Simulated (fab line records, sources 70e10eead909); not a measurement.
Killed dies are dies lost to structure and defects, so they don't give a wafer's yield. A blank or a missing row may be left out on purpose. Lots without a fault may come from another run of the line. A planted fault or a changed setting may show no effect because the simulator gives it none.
fab line records | flow nand_harc
record lots=6 wafers=18 last_day=30
route steps=1302 shown A_CHANNEL_FILL_D2@625 END@1302
lots that met no fault: from a run of the same line without faults
start_h: hours from the record's first day to the start of the lot's first wafer shown | wait_h: hours since the lot's step before | " the same as in the row above | L1.1+2: a row that stands for several wafers | - no value, or no start given | * or withheld: withheld | < > ~ a bound
route shown NAME@n: a module of which the file shows steps, and the number in the route of the first | usual: mean/standard deviation of fault-free wafers | same: alike in all rows | chamber/n: place in a boat | sites: the reading at each site | _std_site: their standard deviation | _edge_site: outer sites' mean less inner sites' | radius_mm: how far each site lies from the wafer's centre | mask NAME#n: copy n | behind: the tool/chamber that last shaped the wafer | hold: why the lot was held/for how many hours/how that ended | device: the transistor (n, p or np) that didn't switch | end of line: the same wafers' tests at the end of the route | a step without rows: its recipe alone | killed: dies lost to structure and defects at the first sort, not the wafer's yield | map: a wafer's dies, x killed, . not, _ none there
set.NAME: the setting as run; set.NAME@STEP: as run at that earlier step | model.NAME: the simulator's own value behind a step, which no gauge read
lots at some steps of the route; a table a step, a row a wafer
services: from which hour (start_h, from the record's first day; less than 0 if before it) a tool's chamber was out of use, for how many hours, and why
## steps
# step NHARC_A_CHANNEL_FILL_D2_ANNEAL_22
# recipe temp_c=620 time_s=7200
# step NHARC_A_CHANNEL_FILL_D2_ALD_25
# recipe target_thk_a=600 pulse_time_s=10 ald_cycles=600 temp_c=300 material=SiOx
# usual heater_power_w=470/40 precursor_pulse_height_rel=1.000/0.021
# columns lot.wafer tool chamber start_h wait_h heater_power_w precursor_pulse_height_rel
L222.1 ald_hk-02 2 362.32 0.1 495 1.052
L222.4 " 3 " " 438 1.000
L222.2 " 1 364.20 1.9 493 1.021
L227.3 ald_hk-02 0 399.38 0.0 399 1.006
L227.1 " 3 401.24 1.9 444 0.982
L227.5 " 1 402.48 3.2 492 1.007
L229.4 ald_hk-03 0 412.00 0.0 436 0.969
L229.3 " 3 413.87 1.9 455 0.988
L229.6 " 0 " " 424 1.011
L232.1 ald_hk-03 3 443.81 2.7 458 1.011
L232.6 " 2 445.67 4.6 516 1.026
L232.5 " 3 " " 461 1.032
L233.1 ald_hk-02 0 454.49 0.7 399 0.989
L233.2 " 1 " " 491 1.015
L233.5 " 3 456.35 2.5 453 0.985
L234.2 ald_hk-03 0 464.16 0.7 424 0.980
L234.1 " 1 " " 522 1.012
L234.5 " 0 466.64 3.1 445 1.001
# step NHARC_A_CHANNEL_FILL_D2_ETCHBACK_08
# recipe target_depth_a=2200 time_s=110 c4f8_flow_sccm=20 ar_flow_sccm=withheld rf_w=600 bias_w=300 chemistry=C4F8
# usual oes_product_au=0.96/0.036 rf_vpp_V=440.3/2.4
# columns lot.wafer tool chamber start_h wait_h oes_product_au rf_hours_counter_h rf_vpp_V
L222.1 rie_diel-04 1 - - 1.00 0 443.1
L222.4 " 2 " " 1.00 0 436.6
L222.2 " 0 " " 0.99 0 440.5
L227.1 rie_diel-04 2 - - 0.99 9 437.6
L227.3 " 3 " " 1.00 10 444.0
L227.5 " 3 " " 1.01 - 441.4
L229.3 rie_diel-05 3 - - 1.00 0 443.7
L229.4 " 0 " " 1.00 0 437.1
L229.6 " 3 " " 1.00 - 441.9
L232.1 rie_diel-08 0 - - 0.92 3 438.8
L232.5 " 3 " " 0.93 - 439.4
L232.6 " 0 " " 0.93 - 438.5
L233.1 rie_diel-08 3 - - 0.99 3 439.1
L233.2 " 0 " " 1.00 3 440.4
L233.5 " 2 " " 1.00 - 441.6
L234.2 rie_diel-08 3 - - 1.00 3 439.7
L234.1 " 0 " " 1.00 3 440.0
L234.5 " 3 " " 1.00 - 439.4
# step NHARC_A_CHANNEL_FILL_D2_STRIP_29
# recipe time_s=20 o2_flow_sccm=500 ar_flow_sccm=0 bias_w=0 chemistry=O2
# usual drypump_motor_current_A=5.6/0.34 oes_product_au=0.999/0.0076 rf_vpp_V=57.8/0.89 showerhead_plenum_p_Torr=3.50/0.13 throttle_valve_pct=17.035/0.0094
# same bias_w=0
# columns lot.wafer tool chamber start_h wait_h drypump_motor_current_A oes_product_au rf_hours_counter_h rf_vpp_V showerhead_plenum_p_Torr throttle_valve_pct
L222.4 rie_diel-04 2 - - 6.2 0.993 0 59.0 3.34 17.047
L222.2 " 3 " " 5.8 1.000 0 58.3 3.63 17.037
L222.1 " 0 " " 5.8 0.996 0 56.6 3.43 17.036
L227.1 rie_diel-04 1 - - 5.7 0.997 9 57.4 3.58 17.042
L227.3 " 2 " " 6.2 0.998 9 57.1 3.34 17.028
L227.5 " 0 " " 5.8 0.995 - 56.6 3.42 17.023
L229.4 rie_diel-05 3 - - 6.4 1.010 0 57.6 3.63 17.039
L229.3 " 1 " " 5.5 0.985 0 59.6 3.66 17.031
L229.6 " 3 " " 6.4 0.995 - 57.7 3.63 17.042
L232.1 rie_diel-08 0 - - 5.3 1.003 3 57.0 3.45 17.023
L232.5 " 1 " " 5.6 1.004 - 57.2 3.31 17.032
L232.6 " 2 " " 5.7 1.021 - 56.7 3.51 17.028
L233.1 rie_diel-08 0 - - 5.3 1.007 3 57.5 3.45 17.027
L233.2 " 2 " " 5.7 1.010 3 57.2 3.51 17.035
L233.5 " 3 " " 5.4 1.000 - 58.3 3.44 17.049
L234.2 rie_diel-08 1 - - 5.6 1.004 3 55.8 3.31 17.042
L234.1 " 2 " " 5.7 1.010 3 56.8 3.51 17.047
L234.5 " 3 " " 5.4 0.998 - 57.5 3.44 17.029
# step NHARC_A_CHANNEL_FILL_D2_PRECLEAN_30
# recipe time_s=30 chemistry=dHF
# step NHARC_A_CHANNEL_FILL_D2_SRD_31
# step NHARC_A_CHANNEL_FILL_D2_CVD_09
# recipe target_thk_a=1500 temp_c=620 pressure_mtorr=200 time_s=3000 material=poly-Si
# step NHARC_A_CHANNEL_FILL_D2_CMP_10
# recipe target_thk_nm=150
# usual motor_current_A=12.3/1.1 time_to_endpoint_s=15.1/1.8
# columns lot.wafer tool chamber start_h wait_h motor_current_A time_to_endpoint_s
L222.2 cmp-03 3 373.88 0.4 13.7 15.3
L222.4 " 0 " " 12.7 12.1
L222.1 " 1 " " 11.1 13.4
L227.3 cmp-03 2 410.78 0.4 13.5 14.2
L227.1 " 3 " " 13.5 15.3
L227.5 " 1 " " 11.4 13.2
L229.4 cmp-02 0 423.52 0.4 13.0 11.2
L229.3 " 2 " " 13.2 15.1
L229.6 " 1 " " 11.3 16.1
L232.1 cmp-03 0 453.13 0.4 12.6 17.8
L232.5 " 2 " " 13.9 15.8
L232.6 " 3 " " 14.0 12.1
L233.2 cmp-04 1 465.16 0.4 12.0 15.1
L233.1 " 3 " " 13.3 16.2
L233.5 " 0 " " 13.9 15.5
L234.2 cmp-02 2 474.82 0.4 13.6 17.1
L234.1 " 0 " " 13.1 15.4
L234.5 " 2 " " 14.6 15.5
# step NHARC_A_CHANNEL_FILL_D2_SRD_12
# step NHARC_A_CHANNEL_FILL_D2_RTA_24
# recipe temp_c=1000 time_s=5
# usual lamp_power_pct=29.7/1.2 wafer_temp_C_max=1003.6/1.1
# columns lot.wafer tool chamber start_h wait_h lamp_power_pct wafer_temp_C_max
L222.1 rtp_anneal-02 0 374.61 0.4 31.2 1002.3
L222.2 " 0 " " 31.2 1003.1
L222.4 " 0 " " 31.2 1001.6
L227.1 rtp_anneal-01 0 411.17 0.0 28.6 1004.4
L227.3 " 0 " " 28.7 1003.9
L227.5 " 0 " " 28.6 1004.2
L229.3 rtp_anneal-01 0 423.99 0.1 28.6 1004.4
L229.4 " 0 " " 28.6 1003.7
L229.6 " 0 " " 28.6 1003.9
L232.1 rtp_anneal-01 0 453.50 0.0 28.6 1004.2
L232.5 " 0 " " 28.6 1006.4
L232.6 " 0 " " 28.6 1004.1
L233.1 rtp_anneal-01 0 465.56 0.0 28.6 1004.0
L233.2 " 0 " " 28.7 1004.6
L233.5 " 0 " " 28.6 1004.3
L233.1 rtp_anneal-01 0 466.21 0.6 28.6 1003.4
L233.2 " 0 " " 28.6 1004.0
L233.5 " 0 " " 28.6 1005.3
L234.1 rtp_anneal-01 0 475.24 0.0 28.6 1004.4
L234.2 " 0 " " 28.6 1004.2
L234.5 " 0 " " 28.6 1003.8
L234.1 rtp_anneal-01 0 475.77 0.5 28.6 1004.1
L234.2 " 0 " " 28.6 1002.7
L234.5 " 0 " " 28.6 1002.9
# step NHARC_A_CHANNEL_FILL_D2_INSPECT_13
# usual raw_defect_count=388/120
# columns lot.wafer tool chamber start_h wait_h raw_defect_count
L222.1 defect_inspect-02 - 374.80 0.2 282
L222.2 " - " " 238
L222.4 " - " " 456
L227.1 defect_inspect-01 - 411.37 0.2 315
L227.3 " - " " 525
L227.5 " - " " 524
L229.3 defect_inspect-02 - 424.14 0.1 658
L229.4 " - " " 521
L229.6 " - " " 471
L232.1 defect_inspect-02 - 453.70 0.2 402
L232.5 " - " " 415
L232.6 " - " " 455
L233.1 defect_inspect-02 - 466.41 0.2 339
L233.2 " - " " 448
L233.5 " - " " 493
L234.1 defect_inspect-02 - 475.97 0.2 274
L234.2 " - " " 340
L234.5 " - " " 500
# step NHARC_END_SORT_01
# recipe temp_c=25
# usual killed_at_array=58/20 killed_at_other=0.9/1.4 killed_at_periphery=4/3.1 killed_dies=63/20 killed_open=3.3/1.8 killed_short=2.4/1.5
# same gross_dies=677
# columns lot.wafer tool chamber start_h wait_h killed_at_array killed_at_other killed_at_periphery killed_dies killed_open killed_short
L229.3 prober-02 0 658.61 3.1 21 0 2 23 1 2
L229.4 prober-02 0 659.41 3.4 38 0 1 39 5 4
L229.6 prober-02 0 661.01 4.0 31 1 1 33 2 3
# killed by level:class
L229.3 A_CHANNEL_HOLE_D2:chamber_film_flake=6 A_CHANNEL_FILL_D1:chamber_film_flake=4 A_CHANNEL_FILL_D1:geometric_particle:short=2 A_CHANNEL_HOLE_D1:chamber_film_flake=2 A_STAIRCASE:chamber_film_flake=2 P_M0:geometric_particle:open=1 P_GATE:chamber_film_flake=1 A_ZERO_WELL:chamber_film_flake=1
L229.4 A_CHANNEL_HOLE_D2:chamber_film_flake=15 A_CHANNEL_HOLE_D1:chamber_film_flake=5 A_SLIT:chamber_film_flake=3 A_CHANNEL_FILL_D2:geometric_particle:short=2 A_M0:geometric_particle:open=2 A_ONON_D1:geometric_particle:short=1 A_CHANNEL_FILL_D1:geometric_particle:open=1 A_CHANNEL_FILL_D2:geometric_particle:open=1
L229.6 A_CHANNEL_HOLE_D1:chamber_film_flake=9 A_CHANNEL_HOLE_D2:chamber_film_flake=8 A_STAIRCASE:chamber_film_flake=5 A_CHANNEL_FILL_D1:chamber_film_flake=2 A_DECK1_JOINT:geometric_particle:open=1 A_CHANNEL_HOLE_D2:geometric_particle:short=1 A_CHANNEL_FILL_D2:geometric_particle:open=1 A_CHANNEL_FILL_D2:geometric_particle:short=1
## services
# columns tool chamber start_h hours kind
rie_diel-04 1 341.13 10.2 repair
rie_diel-08 0 346.80 - clean
cmp-03 - 349.65 2.6 repair
rie_diel-04 - 352.96 1.4 repair
rie_diel-04 - 355.65 9.0 pm
cmp-03 - 359.46 4.0 pm
rie_diel-05 - 361.77 16.2 repair
cmp-02 - 367.07 0.8 repair
rie_diel-08 - 367.80 9.0 pm
rtp_anneal-01 - 372.14 12.0 pm
rie_diel-08 - 380.31 0.3 repair
cmp-02 - 384.72 0.3 repair
ald_hk-03 - 392.48 10.0 pm
cmp-03 - 399.55 2.5 repair
cmp-04 - 405.04 4.0 pm
cmp-03 - 405.62 3.5 repair
rie_diel-05 - 406.60 9.0 pm
cmp-03 - 428.19 1.3 repair
cmp-02 - 428.94 4.0 pm
rie_diel-05 0 434.29 3.2 repair
cmp-02 - 446.05 2.8 repair
cmp-04 - 451.78 3.7 repair
cmp-03 - 457.53 4.0 pm
cmp-02 - 472.56 0.4 repair
## key
first_sign step=NHARC_A_CHANNEL_FILL_D2_RTA_24 reading=visit direction=added
effect none on later readings
met_at NHARC_A_CHANNEL_FILL_D2_RTA_24
struck_wafers L233.1,L233.2,L233.5,L234.1,L234.2,L234.5
tester_left_out L233,L234
fault kind=repeated_step_whole tool=rtp_anneal-01,rtp_anneal-02 chamber=- onset_h=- steps=NHARC_A_CHANNEL_FILL_D2_RTA_24 times=1 scope=struck_lots_only
# tester_left_out: of these lots the tester's yield and bins aren't shown, on N5 and GAA mostly nor the transistor test; their killed dies are dies lost to structure and defects alone, not to doping, threshold or leakage, so they don't give the yield
